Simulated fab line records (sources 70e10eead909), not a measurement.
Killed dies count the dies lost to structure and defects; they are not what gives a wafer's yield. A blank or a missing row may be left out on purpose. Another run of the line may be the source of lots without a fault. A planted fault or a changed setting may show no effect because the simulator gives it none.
Chamber matching	flow nand_harc	NHARC_A_CHANNEL_FILL_D2_ALD_02 on ald_hk-04: 4 sister chambers
The step deposits SiO2, target thk 6 nm, pulse time 10 s, ald cycles 60. 8 wafers are shown with their chamber, then 7 later ones without.

== WAFERS, EACH WITH ITS CHAMBER ==
wafer	chamber	heater_power_w (W)	precursor_pulse_height_rel
L074.5	2	501	0.995
L077.1	2	509	0.984
L086.3	3	493	0.993
L088.2	1	461	0.984
L088.4	0	410	0.967
L088.5	3	474	0.998
L090.3	0	421	1.036
L090.4	1	462	1.013

== WAFERS MISSING THEIR CHAMBER ==
wafer	heater_power_w (W)	precursor_pulse_height_rel
L090.6	472	1.044
L095.2	478	1.013
L095.4	476	0.991
L095.6	479	1.009
L097.2	476	1.009
L097.4	424	1.011
L097.6	488	0.986

== CHAMBER TAKEN BY EACH ==
wafer	from the rows above	in truth
L090.6	can't be placed: 1 or 3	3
L095.2	can't be placed: 3 or 1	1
L095.4	can't be placed: 3 or 1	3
L095.6	can't be placed: 3 or 1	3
L097.2	can't be placed: 3 or 1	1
L097.4	0	0
L097.6	can't be placed: 3 or 2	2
Correctly placed: 1 of 7. Cannot be placed on the basis of these rows: 6; the candidates contain the true chamber in 6. Number placed wrongly: 0.
How it was worked out, from the rows above alone: a wafer's distance from a chamber is the root of the sum, over the readings, of the square of ((its reading less the chamber's mean) divided by the reading's scatter). The wafer belongs to the nearest chamber; if the next one is less than 2 further off, it can't be placed. The mean given for a chamber averages the wafers shown for that chamber. The scatter is the square root of a quotient: the sum, over the shown wafers, of each reading's squared deviation from its chamber's mean, divided by wafers minus chambers.
